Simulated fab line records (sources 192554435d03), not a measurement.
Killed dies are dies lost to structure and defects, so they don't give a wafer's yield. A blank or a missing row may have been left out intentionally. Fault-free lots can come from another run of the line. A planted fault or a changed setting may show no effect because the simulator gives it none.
Struck lot and sound lot, side by side ; flow n5-finfet ; 41 steps out of a route of 1938
Sound: wafers L607.2, L607.3, L607.4. Struck: wafer L615.3 (L615.2, L615.4, from the same lot, were not struck and are left out); the cause is given at the end.
At each step with rows: each side's tool, then ch and its chambers, then its first start. Under that, the readings that differ: sound wafers ; struck wafers ; difference of the means ; sigmas: that difference in standard deviations of wafers without a fault.
alike: readings with means less than 2 such deviations apart, plus words and numbers identical on both sides. not compared: withheld readings, readings lacking a value on some wafer, bounds such as >300 that could conceal the same value, and numbers that have no deviation in the record and whose values overlap.
Wherever a step has rows on one side only, a row that says differs or no value, or a row with sigmas, the two part there. Non-overlapping numbers with no deviation appear without sigmas and do not part them. A reading that every wafer of one side lacks parts them only if that side has two wafers or more.

first, 2 steps without rows for these wafers: N5_BEOL_M0_HM_STRIP_129 (strips TiN in peroxide tin strip, target depth 17 nm, time 108 s); N5_BEOL_M0_SRD_130 (time 30 s).
N5_BEOL_M0_ETCH_109: etches SiCN in CH3F/O2, target depth 8 nm, overetch 2.4 nm, time 27.4 s.
  sound on rie-diel-02 ch 0,2,3, day 7 22:38; struck on rie-diel-01 ch 2, day 9 16:04
  alike: drypump-motor-current-A, oes-product-au, rf-vpp-V, showerhead-plenum-p-Torr, throttle-valve-pct
  not compared: rf-hours-counter-h
then, 8 steps without rows for these wafers: N5_BEOL_M0_STRIP_139 (strips in post etch residue remover, time 60 s); N5_BEOL_M0_SRD_111 (time 30 s); N5_BEOL_M0_DEGAS_112 (time 60 s); N5_BEOL_M0_PRE_CLEAN_113 (time 30 s); N5_BEOL_M0_ALD_136 (deposits TaN, pulse time 2 s, purge time 3 s, co reactant purge time 2 s); N5_BEOL_M0_SURFACE_TREAT_137; N5_BEOL_M0_CVD_115 (deposits Co from CCTBA/H2, time 120 s); N5_BEOL_M0_SPUTTER_116 (material Cu, target thk 4 nm, time 7.37 s).
N5_BEOL_M0_ANNEAL_117: time 60 s.
  struck on pvd-sputter-03, day 9 18:55; sound on pvd-sputter-03, day 8 00:47
  alike: heater-power-w, susceptor-temp-C
N5_BEOL_M0_SPUTTER_132: material Cu, target thk 4 nm, time 7.37 s.
  struck on pvd-sputter-03, day 9 18:57; sound on pvd-sputter-03, day 8 00:50
  alike: chuck-sensor-temp-C, susceptor-temp-C, throttle-valve-pct
then, 5 steps without rows for these wafers: N5_BEOL_M0_ANNEAL_133 (time 60 s); N5_BEOL_M0_SPUTTER_134 (material Cu, target thk 4 nm, time 7.37 s); N5_BEOL_M0_ANNEAL_135 (time 60 s); N5_BEOL_M0_SPUTTER_141 (material Cu, target thk 4 nm, time 7.37 s); N5_BEOL_M0_ECD_118 (material Cu, target thk 300 nm).
N5_BEOL_M0_ANNEAL_119: time 90 s.
  sound on rtp-anneal-01 ch 0, day 8 01:19; struck on rtp-anneal-01 ch 0, day 9 19:45
  alike: wafer_temp_C_max
N5_BEOL_M0_CMP_120: polishes, stops on SiOC, t overpolish 6.9 s.
  sound on cmp-01 ch 0,2,3, day 8 01:34; struck on cmp-01 ch 3, day 9 20:00
reading;sound;struck;difference;sigmas
barrier-field-endpoint-s (s);3.53 3.68 3.56;4.01;+0.42;+3
  alike: clearing-platen-down-force-psi, clearing-platen-rpm, edge-zone-pressure-frac, motor-current-A, overpolish-run-s, time-to-endpoint-s
then, 4 steps without rows for these wafers: N5_BEOL_M0_PRE_CLEAN_131 (time 15 s); N5_BEOL_M0_CO_CAP_123 (material Co, precursor CCTBA/H2, target thk 2 nm, time 102.1 s); N5_BEOL_M0_PRE_CLEAN_124 (time 15 s); N5_BEOL_M0_DEP_125 (deposits SiCN from 3MS/NH3, target thk 8 nm, time 14 s).
N5_BEOL_M0_RS_MEAS_126: measures by four-point-probe.
  struck on film-metro-01, day 9 20:34; sound on film-metro-01, day 8 02:07
  alike: M0_RS
then, 1 step without rows for these wafers: N5_BEOL_M1_ILD_DEP_00 (deposits SiOC from DEMS/O2, target thk 79 nm, time 15.3 s).
N5_BEOL_M1_THK_MEAS_01:
  struck on film-metro-02, day 9 20:42; sound on film-metro-01, day 8 02:15
  alike: M1_ILD_THK
then, 1 step without rows for these wafers: N5_BEOL_M1_PECVD_72 (deposits SiO2 from TEOS/O2, target thk 16 nm, time 18 s).
N5_BEOL_M1_HM_DEP_02: deposits TiN, target thk 20 nm.
  struck on pvd-sputter-03, day 10 00:01; sound on pvd-sputter-03, day 8 03:50
  alike: susceptor-temp-C, throttle-valve-pct
then, 9 steps without rows for these wafers: N5_BEOL_M1_COAT_61 (time 60 s, resist thk 60 nm); N5_BEOL_M1_COAT_62 (time 60 s, resist thk 12 nm); N5_BEOL_M1_COAT_73 (time 60 s, resist thk 5 nm); N5_BEOL_M1_COAT_05 (resist thk 30 nm); N5_BEOL_M1_EBR_07; N5_BEOL_M1_SOFTBAKE_06 (time 60 s); N5_BEOL_M1_EXPOSE_08 (exposes mask M1); N5_BEOL_M1_PEB_09 (peb time 60 s); N5_BEOL_M1_DEVELOP_10 (develop time 30 s).
N5_BEOL_M1_CD_MEAS_11 targets a cd of 17.05 nm.
  sound on cd-sem-02 ch 0, day 8 04:13; struck on cd-sem-01 ch 0, day 10 00:25
  alike: cd-nm
N5_BEOL_M1_OVL_MEAS_12:
  sound on overlay-02 ch 0, day 8 04:16; struck on overlay-01 ch 0, day 10 00:27
reading;sound;struck;difference;sigmas
M1_OVL (nm);-1.8 -1.1 -1.3;0.9;+2.3;+3
-- a jump in the record: the struck wafers' starts before and after are 6 days apart (it breaks off in module BEOL_M1 and resumes in module PASSIVATION, where the first step shown is number 1936 of the route) --
N5_PASSIVATION_PROBE_49:
  struck on prober-01, day 16 05:19; sound on prober-02, day 14 15:46
reading;sound;struck;difference;sigmas
defect-limited-yield (%);91.3 91.1 92.4;84.6;-7.0;-5
killed_at_M0_to_M3;34 28 31;107;+76;+8
killed_at_M4_up;24 16 15;7;-11;-2
killed-dies;103 105 90;182;+83;+5
killed-on-rim;14 18 16;31;+15;+4
sort_bin_5_function (%);5.8 4.7 5.0;9.0;+3.8;+4
sort_bin_8_speed (%);0 0.08 3.05;0;-1;-4
sort-n-pass;1077 1074 1054;998;-70;-4
sort-yield-pct (%);91.3 91.0 89.3;84.6;-5.9;-4
  alike: killed-at-contacts, killed-at-front-end, killed-at-other, killed-open, killed-short, sort_bin_4_leakage, sort_bin_6_memory

## WHERE THEY PART
Earliest at N5_BEOL_M0_CMP_120; latest, in this record, at N5_PASSIVATION_PROBE_49.

WHY: what had been put in by the simulator
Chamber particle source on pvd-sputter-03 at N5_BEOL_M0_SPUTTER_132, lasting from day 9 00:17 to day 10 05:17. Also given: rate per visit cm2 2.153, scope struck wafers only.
